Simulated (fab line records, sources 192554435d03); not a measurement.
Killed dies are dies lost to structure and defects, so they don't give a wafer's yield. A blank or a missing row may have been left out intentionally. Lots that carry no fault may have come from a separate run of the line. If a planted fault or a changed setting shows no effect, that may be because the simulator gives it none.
fab line records    flow n5-finfet
record: lots: 4  wafers: 12  last-day: 18
route steps=1938 shown BEOL_M4@1099 BEOL_M5@1112 MIM_TOP@1836 PASSIVATION@1936
lots with no fault: from the same line, run without faults
start-h: the number of hours between the record's first day and the start of the first shown wafer of the lot    wait-h: hours since the lot's step before    " identical to the entry in the row above    L1.1+2: one row covering several wafers at once    - no value present, or no start provided    * or withheld: withheld    < > ~ a bound
route shown NAME@n: NAME is a module with steps in the file, n the number in the route of the first one    usual: the fault-free wafers' mean and standard deviation    same: alike in all rows    chamber/n: place in a boat    sites: each site's reading    _std_site: how widely they spread, as a standard deviation    _edge_site: the outer-site mean with the inner-site mean subtracted    radius-mm: for every site, how far away it sits from the centre of the wafer    mask NAME#n: copy n    behind: tool/chamber where the wafer was last shaped    hold: why the lot was held/for how many hours/how that ended    device: transistor that didn't switch, given as n, p or np    end of line: tests run on the same wafers once the route is complete    a step with no rows: only its recipe    killed: not the wafer's yield, but the dies lost to structure and defects at the first sort    map: the dies of a wafer, with x for killed, . for not killed, _ for no die there
set.NAME: the run value of the setting; set.NAME@STEP: its run value at that earlier step    model.NAME: the simulator's own value behind a step, which no gauge read
lots at some steps of the route; a table a step, a row a wafer
services: when a tool's chamber went out of use (start-h, in hours from the record's first day, below 0 if earlier), for how many hours, and the reason
== steps ==
step: N5_BEOL_M4_ANNEAL_95
recipe: temp-c: 400  time-s: 240  ambient: vacuum
step: N5_BEOL_M4_SPUTTER_96
recipe: material: Cu  target-thk-a: 45  temp-c: -20  chamber-pressure-pa: 0.07  power-w: withheld  time-s: 8.29
step: N5_BEOL_M4_ECD_50
recipe: material: Cu  target-thk-a: 3000
step: N5_BEOL_M4_ANNEAL_51
recipe: temp-c: 225  time-s: 90  ambient: N2
step: N5_BEOL_M4_CMP_52
recipe: stop-on: SiOC  t-overpolish-s: 6.8  down-force-psi: 1  platen-rpm: 50  clearing-platen-down-force-psi: 1.5  clearing-platen-rpm: 50  post-cmp-clean: cu-alkaline  target-thk-nm: 40  clearing-platen-pad-velocity-m-s: 0.99484  pad-velocity-m-s: 0.99484
step: N5_BEOL_M4_PRE_CLEAN_60
recipe: gas: NH3/H2  time-s: 15  temp-c: *  rf-power-w: 300
step: N5_BEOL_M4_CO_CAP_55
recipe: material: Co  target-thk-a: 20  temp-c: 200  precursor: CCTBA/H2  pressure-torr: 30  time-s: 102.1
step: N5_BEOL_M4_PRE_CLEAN_56
recipe: gas: NH3  time-s: 15  temp-c: withheld  rf-power-w: 300
step: N5_BEOL_M4_DEP_57
recipe: material: SiCN  target-thk-a: 80  temp-c: withheld  precursor: 3MS/NH3  pressure-torr: 3  rf-w: 202  time-s: 14
step: N5_BEOL_M4_RC_MEAS_101
usual: DIBL_N: 35.0/2.4  DIBL_P: 35.4/2.8  IOFF_N: 0.14/0.045  IOFF_P: 0.20/0.048  ION_N: 667/19  ION_P: 460/11  SS_N: 71.2/0.71  SS_P: 73.1/0.86  VT_N: 252/4.6  VT_P: -251/3.4
lot.wafer  tool       chamber  start-h  wait-h  DIBL_N[mV/V]  DIBL_P[mV/V]  IOFF_N[nA/um]  IOFF_P[nA/um]  ION_N[uA/um]  ION_P[uA/um]  SS_N[mV/dec]  SS_P[mV/dec]  VT_N[mV]  VT_P[mV]
L891.3     prober-02  0        205.10   0.3     34.6          34.4          0.12           0.19           652           454           71.0          73.6          252       -253
L891.4     "          0        "        "       35.3          36.1          0.14           0.22           691           471           70.2          73.4          253       -248
L891.5     "          0        "        "       32.2          31.4          0.10           0.16           645           445           70.4          72.8          263       -253
L890.1     prober-02  0        208.13   0.0     34.7          32.9          0.13           0.17           643           446           71.5          72.7          252       -252
L890.5     "          0        "        "       36.0          34.7          0.15           0.20           658           458           71.7          73.4          248       -250
L890.6     "          0        "        "       34.6          34.1          0.14           0.19           668           462           71.1          72.3          250       -249
L901.1     prober-01  0        276.08   0.0     32.2          33.7          0.11           0.16           655           454           70.8          72.1          254       -256
L901.4     "          0        "        "       34.4          36.0          0.14           0.20           644           442           71.6          73.3          255       -254
L901.6     "          0        "        "       35.4          38.1          0.16           0.23           652           453           71.9          74.1          249       -250
L907.1     prober-01  0        311.26   0.0     38.3          40.4          0.22           0.30           695           475           71.2          74.0          247       -246
L907.3     "          0        "        "       33.8          34.3          0.12           0.17           655           451           70.8          72.2          256       -253
L907.5     "          0        "        "       36.6          38.4          0.18           0.25           695           475           71.8          74.2          247       -248
step: N5_BEOL_M5_ILD_DEP_00
recipe: material: SiCOH_lowk  target-thk-a: 1406.4  temp-c: 300  precursor: DEMS/porogen  pressure-torr: 5  rf-w: 500  time-s: 25.9
step: N5_BEOL_M5_CURE_79
recipe: temp-c: 385  time-s: 240  ambient: He/Ar  material: SiCOH_lowk
step: N5_BEOL_M5_PECVD_70
recipe: material: SiO2  target-thk-a: 160  temp-c: 400  precursor: TEOS/O2  pressure-torr: 5.5  rf-w: 450  teos-flow-sccm: 53.8  gas: O2  flow-sccm: 3000  time-s: 18
step: N5_BEOL_M5_HM_DEP_02
recipe: material: TiN  target-thk-a: 200  temp-c: 25  chamber-pressure-pa: 0.49996
step: N5_BEOL_M5_COAT_59
recipe: resist: SOC  temp-c: 250  time-s: 60  spin-rpm: 1500  resist-thk-nm: 60
step: N5_BEOL_M5_COAT_60
recipe: resist: SiARC  temp-c: 220  time-s: 60  spin-rpm: 1500  resist-thk-nm: 12
step: N5_BEOL_M5_COAT_71
recipe: resist: underlayer  temp-c: 205  time-s: 60  spin-rpm: 1500  resist-thk-nm: 5
step: N5_BEOL_M5_COAT_05
recipe: resist: CAR-EUV  spin-rpm: 1500  resist-thk-nm: 30
step: N5_BEOL_M5_EBR_07
recipe: solvent: PGMEA  ebr-width-mm: 1.5
step: N5_BEOL_M5_SOFTBAKE_06
recipe: temp-c: 110  time-s: 60  resist: CAR-EUV
step: N5_BEOL_M5_EXPOSE_08
recipe: mask-id: M5  na: 0.33  source-shape: annular  sigma-inner: 0.4  sigma-outer: 0.8  polarization: unpolarized  target-cd-nm: 28  dose-mj: 35.75
step: N5_BEOL_M5_PEB_09
recipe: peb-temp-c: 100  peb-time-s: 60  resist: CAR-EUV
step: N5_BEOL_M5_DEVELOP_10
recipe: develop-time-s: 30  developer: TMAH  resist: CAR-EUV  rinse-liquid: surfactant-rinse  dry: air-spin  dev-temp-c: 23
step: N5_BEOL_M5_DESCUM_16
recipe: chemistry: O2  time-s: 7  source-power-w: 50  bias-power-w: 20  pressure-mtorr: 20  rf-frequency-hz: 2.712e+07  temp-c: 40  resist: CAR-EUV  o2-flow-sccm: 225
step: N5_BEOL_M5_ETCH_72
recipe: chemistry: N2/H2  target: underlayer  target-depth-a: 65  mask-material: CAR-EUV  time-s: 5.2  ion-energy-ev: 200  pressure-mtorr: 30  source-w: 840  bias-w: 150  n2-flow-sccm: 200  h2-flow-sccm: 200  ends: cleared
step: N5_BEOL_M5_ETCH_61
recipe: chemistry: CF4  target: SiARC  target-depth-a: 156  mask-material: CAR-EUV  time-s: 26  ion-energy-ev: 80  pressure-mtorr: 40  source-w: 545  bias-w: 36  Ar_flow_sccm: 100  cf4-flow-sccm: 100  ends: cleared
step: N5_BEOL_M5_ETCH_62
recipe: chemistry: N2/H2  target: SOC  target-depth-a: 750  overetch-a: 150  mask-material: SiARC  temp-c: 40  time-s: 112.5  ion-energy-ev: 200  pressure-mtorr: 30  source-w: 840  bias-w: 150  n2-flow-sccm: 200  h2-flow-sccm: 200
step: N5_BEOL_M5_STRIP_63
recipe: chemistry: N2/H2  temp-c: 40  n2-flow-sccm: 200  h2-flow-sccm: 200  rf-frequency-hz: 6e+07
step: N5_BEOL_M5_STRIP_73
recipe: chemistry: N2/H2  temp-c: 40  n2-flow-sccm: 200  h2-flow-sccm: 200  rf-frequency-hz: 6e+07
step: N5_BEOL_M5_STRIP_64
recipe: chemistry: CF4  resist: SiARC  power-w: 300  bias-power-w: 75  pressure-mtorr: 50  cf4-flow-sccm: 150  rf-frequency-hz: 6e+07
step: N5_BEOL_M5_HM_OPEN_17
recipe: chemistry: Cl2/BCl3  target-depth-a: 200  overetch-a: 60  target: TiN  mask-material: SOC  ion-energy-ev: 150  pressure-mtorr: 10  icp-w: 1000  bias-w: 126  Cl2_flow_sccm: 53.25  bcl3-flow-sccm: 21.75  Ar_flow_sccm: 25
step: N5_BEOL_M5_STRIP_19
recipe: chemistry: O2  power-w: 400  temp-c: 40  pressure-mtorr: 30  rf-frequency-hz: 6e+07  bias-power-w: 0  overash-fraction: 0.2  o2-flow-sccm: 225
step: N5_BEOL_M5_COAT_65
recipe: resist: SOC  temp-c: 250  time-s: 60  spin-rpm: 1500  resist-thk-nm: 60
step: N5_BEOL_M5_COAT_66
recipe: resist: SiARC  temp-c: 220  time-s: 60  spin-rpm: 1500  resist-thk-nm: 12
step: N5_MIM_TOP_ALD_02
recipe: material: Al2O3  target-thk-a: *  temp-c: withheld  ald-precursor-family: TMA  ald-co-reactant: O3  pulse-time-s: withheld  purge-time-s: 3  co-reactant-purge-time-s: withheld  co-reactant-pulse-time-s: 3  ald-cycles: withheld
usual: precursor-pulse-height-rel: 1.000/0.02
lot.wafer  tool       chamber  start-h  wait-h  precursor-pulse-height-rel
L890.1     ald-hk-03  3        291      -       -
L890.5     "          1        "        "       -
L890.6     "          0        "        "       -
L891.3     ald-hk-02  1        291      -       -
L891.4     "          3        "        "       -
L891.5     "          3        "        "       -
L901.1     ald-hk-02  0        370      -       1.039
L901.4     "          1        "        "       0.972
L901.6     "          0        "        "       1.012
L907.1     ald-hk-03  2        416      -       0.980
L907.3     "          3        "        "       1.006
L907.5     "          0        "        "       1.000
step: N5_PASSIVATION_PROBE_49
usual: defect-limited-yield: 91.7/1.4  killed_at_M0_to_M3: 32/9.7  killed_at_M4_up: 14/5.5  killed-at-contacts: 13/6.1  killed-at-front-end: 35/10  killed-at-other: 4.2/2.9  killed-dies: 98/17  killed-on-rim: 13/4.2  killed-open: 63/12  killed-short: 32/7.7  sort_bin_5_function: 4.8/0.9  sort_bin_6_memory: 3.1/0.63  sort-n-pass: 1073/41  sort-yield-pct: 91/3.5
same: gross-dies: 1180  killed-at-back-side: 0  sort_bin_4_leakage[%]: 0  sort_bin_8_speed[%]: 0
lot.wafer  tool       chamber  start-h  wait-h  defect-limited-yield[%]  killed_at_M0_to_M3  killed_at_M4_up  killed-at-contacts  killed-at-front-end  killed-at-other  killed-dies  killed-on-rim  killed-open  killed-short  sort_bin_5_function[%]  sort_bin_6_memory[%]  sort-n-pass  sort-yield-pct[%]
L890.1     prober-02  -        304.66   0.0     87.2                     38                  26               7                   32                   48               151          36             73           34            8.3                     4.0                   1029         87
L890.5     prober-02  -        304.86   0.2     86.3                     32                  20               12                  43                   55               162          13             74           34            10.1                    3.1                   1018         86
L890.6     prober-02  -        304.91   0.3     86.1                     34                  18               5                   51                   56               164          35             74           37            9.7                     3.9                   1016         86
L891.3     prober-01  -        305.68   0.1     85.3                     44                  11               11                  53                   54               173          25             60           54            10.8                    3.6                   1007         85
L891.4     prober-01  -        305.73   0.2     86.9                     50                  9                5                   19                   71               154          44             57           25            10.0                    2.7                   1026         87
L891.5     prober-01  -        305.78   0.2     87.6                     31                  12               7                   38                   58               146          36             64           26            8.2                     3.9                   1033         88
killed by level:class
L890.1 MIM_TOP:area-ald=43 BEOL_M4:geometric-particle:open=12 BEOL_M2:geometric-particle:open=11 FIN_SAQP:geometric-particle:open=10 BEOL_M1:geometric-particle:open=10 FIN_SAQP:geometric-particle:short=7 BEOL_M0_SAQP:geometric-particle:open=6 MOL_CONTACT_COAG:geometric-particle:open=5
L890.5 MIM_TOP:area-ald=53 FIN_SAQP:geometric-particle:open=14 BEOL_M4:geometric-particle:open=12 FIN_SAQP:geometric-particle:short=11 MOL_CONTACT_COAG:geometric-particle:open=9 BEOL_M0_SAQP:geometric-particle:short=8 BEOL_M1:geometric-particle:open=8 BEOL_M0_SAQP:geometric-particle:open=5
L890.6 MIM_TOP:area-ald=53 FIN_SAQP:geometric-particle:open=13 FIN_SAQP:geometric-particle:short=12 BEOL_M1:geometric-particle:open=11 BEOL_M4:geometric-particle:open=9 STI_FIN_REVEAL:geometric-particle:open=8 BEOL_M0_SAQP:geometric-particle:open=8 BEOL_M0_SAQP:geometric-particle:short=6
L891.3 MIM_TOP:area-ald=49 FIN_SAQP:geometric-particle:short=16 BEOL_M0_SAQP:geometric-particle:short=15 FIN_SAQP:geometric-particle:open=10 MOL_CONTACT_COAG:geometric-particle:open=9 BEOL_M0_SAQP:geometric-particle:open=8 FIN_CUT:area-etch=7 BEOL_M1:geometric-particle:open=6
L891.4 MIM_TOP:area-ald=63 BEOL_M1:geometric-particle:open=15 BEOL_M0_SAQP:geometric-particle:open=8 BEOL_M0_SAQP:geometric-particle:short=8 BEOL_M2:geometric-particle:open=7 BEOL_M3:geometric-particle:open=7 STI_FIN_REVEAL:geometric-particle:open=4 MOL_CONTACT_COAG:geometric-particle:open=3
L891.5 MIM_TOP:area-ald=53 STI_FIN_REVEAL:geometric-particle:open=12 BEOL_M0_SAQP:geometric-particle:open=11 MOL_CONTACT_COAG:geometric-particle:open=7 BEOL_M0_SAQP:geometric-particle:short=7 BEOL_M4:geometric-particle:open=7 FIN_SAQP:geometric-particle:open=6 BEOL_M1:geometric-particle:short=4
map L890.6 (x killed, . not)
_________________...x...x....________________
______________..x..x....x......._____________
___________x.....x.x............x..__________
__________.xx........x...........x.x_________
________..x...x..................x...._______
_______xx..x.x.....x...x..x............______
______x.x.x..x...x.......x.....x........_____
_____......x..............x..x...........____
____x.xx..x.....................x.........___
___.x.x.x.x.......................x.x....x.__
___.....x..........x..x........x...x.......__
__.x.............x.........x..........x....._
__x........................x..x...x..x......_
_...xx.x...........x.......x.....x...x.......
_..x.x..xxx...........x.................x....
_xx......x.........x....x...x.x..............
_xx.x.x...........................x.........x
_.xx...x...............x.....................
_x..........x.................x...........x..
_x.x....x................x..........xx.......
_xx.x.............x.x....xx..................
__x...x...x..x.....x..........xx.......x...._
__.xx........x.x............................_
___.x.........x..............x......x......__
___.....x...x..x...x..x....................__
____..x.x..........x.....x....x.....x..x..___
_____xx..x....x......x....xx........x....____
______............................x....._____
_______.x....x.x...........x....x......______
________........x......x.........x...._______
__________...................x......_________
___________...........x.........x..__________
______________x.xx......xx..x..._____________
_________________.x....x.....________________
map L891.3 (x killed, . not)
_________________..x......x.x________________
______________.....xx......x...._____________
___________...x.............xx.....__________
__________x.xxx..x.x...............x_________
________x..x.x..xxx......xx.......x..._______
_______...x.......x.x..................______
______..x.xx..xx...x....x.x...........x._____
_____xx.x..x....x.x......................____
____..x.x.xx..................xx..........___
___x...x.....x.............................__
___x...............................x...x..x__
__x.x.x..x..........xx....................x._
__.xxxx....x...........x...x.............x.._
_xxxx..x.x...x.xx...x.x...xxx..x.....x.x..x..
_x.x...xx.x.xx....x..x.......x....x...x.x...x
_..xx......x..............x......x...........
_...................................x.x......
_..x.......x.......x....x.................x..
_x.x...x.x......................xx...........
_x..x........x...........x.......x....x......
_.................x..........................
__x.....xx.x..x....x...x..x.x..xx.......x..._
__........xx.x............x..x.............x_
___.x......x.......xx....x........x........__
___..x.....x......x...........x....x.......__
____..x.......x....x...x...x..........x...___
_____...........x.................x......____
______.......x.........................._____
_______........................x..x....______
________....x....x...........x......x._______
__________.........................._________
___________........................__________
______________.................._____________
_________________...x........________________
== services ==
tool       chamber  start-h  hours  kind
ald-hk-02  -        359.55   8.7    pm
ald-hk-03  -        366.73   14.6   pm
== key ==
first-sign: step: N5_MIM_TOP_ALD_02  reading: tool-record  direction: missing
effect: step: N5_PASSIVATION_PROBE_49  reading: killed-at-other  direction: up  sigmas: 18  usual: 4.2  struck: 57
more-kills-born-at: N5_MIM_TOP_ALD_02@ald-hk-02: 159  N5_MIM_TOP_ALD_02@ald-hk-03: 147
met-at N5_MIM_TOP_ALD_02
struck-wafers L890.1,L890.5,L890.6,L891.3,L891.4,L891.5
fault: kind: skipped-step-whole  tool: ald-hk-02,ald-hk-03  chamber: -  onset-h: 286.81  steps: N5_MIM_TOP_ALD_02  scope: struck-lots-only
